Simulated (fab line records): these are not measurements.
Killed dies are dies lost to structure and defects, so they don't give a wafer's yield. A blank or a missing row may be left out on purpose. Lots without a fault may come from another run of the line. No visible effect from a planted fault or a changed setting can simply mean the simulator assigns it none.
Chamber matching || flow n5_finfet || 4 sister chambers for N5_FIN_SAQP_SPACER2_ETCHBACK_29 on rie_diel-06
The step etches SiO2 in CHF3/O2, target depth 12.2 nm, time 6.1 s. 7 wafers are shown with their chamber, then 7 later ones without.

== WAFERS PAIRED WITH THEIR CHAMBERS ==
{"wafer": "L075.4", "chamber": 1, "drypump_motor_current_A (A)": 5.7, "showerhead_plenum_p_Torr (Torr)": 2.53}
{"wafer": "L083.2", "chamber": 2, "drypump_motor_current_A (A)": 5.9, "showerhead_plenum_p_Torr (Torr)": 2.33}
{"wafer": "L086.1", "chamber": 2, "drypump_motor_current_A (A)": 6.0, "showerhead_plenum_p_Torr (Torr)": 2.32}
{"wafer": "L086.2", "chamber": 3, "drypump_motor_current_A (A)": 4.9, "showerhead_plenum_p_Torr (Torr)": 2.44}
{"wafer": "L086.4", "chamber": 0, "drypump_motor_current_A (A)": 6.8, "showerhead_plenum_p_Torr (Torr)": 2.33}
{"wafer": "L087.2", "chamber": 3, "drypump_motor_current_A (A)": 4.9, "showerhead_plenum_p_Torr (Torr)": 2.44}
{"wafer": "L087.5", "chamber": 0, "drypump_motor_current_A (A)": 6.9, "showerhead_plenum_p_Torr (Torr)": 2.33}

== WAFERS WITH NO CHAMBER GIVEN ==
{"wafer": "L087.6", "drypump_motor_current_A (A)": 5.7, "showerhead_plenum_p_Torr (Torr)": 2.52}
{"wafer": "L093.1", "drypump_motor_current_A (A)": 5.7, "showerhead_plenum_p_Torr (Torr)": 2.51}
{"wafer": "L093.4", "drypump_motor_current_A (A)": 5.9, "showerhead_plenum_p_Torr (Torr)": 2.32}
{"wafer": "L093.5", "drypump_motor_current_A (A)": 5.7, "showerhead_plenum_p_Torr (Torr)": 2.51}
{"wafer": "L096.2", "drypump_motor_current_A (A)": 4.9, "showerhead_plenum_p_Torr (Torr)": 2.43}
{"wafer": "L096.3", "drypump_motor_current_A (A)": 6.0, "showerhead_plenum_p_Torr (Torr)": 2.32}
{"wafer": "L096.6", "drypump_motor_current_A (A)": 5.7, "showerhead_plenum_p_Torr (Torr)": 2.51}

== THE CHAMBER EACH PASSED THROUGH ==
{"wafer": "L087.6", "from the rows above": 1, "in truth": 1}
{"wafer": "L093.1", "from the rows above": 1, "in truth": 1}
{"wafer": "L093.4", "from the rows above": 2, "in truth": 2}
{"wafer": "L093.5", "from the rows above": 1, "in truth": 1}
{"wafer": "L096.2", "from the rows above": 3, "in truth": 3}
{"wafer": "L096.3", "from the rows above": 2, "in truth": 2}
{"wafer": "L096.6", "from the rows above": 1, "in truth": 1}
7 of 7 placed correctly. Can't be placed from these rows: 0. Placed wrongly: 0.
How it was worked out, from the rows above alone: a wafer's distance from a chamber is the root of the sum, over the readings, of the square of ((its reading less the chamber's mean) divided by the reading's scatter). The wafer belongs to the nearest chamber; if the next one is less than 2 further off, it can't be placed. Each chamber's mean is taken over the wafers shown for it. The scatter: take each reading less its chamber's mean, square it, sum over the shown wafers, divide by the number of wafers less the number of chambers, and take the root.
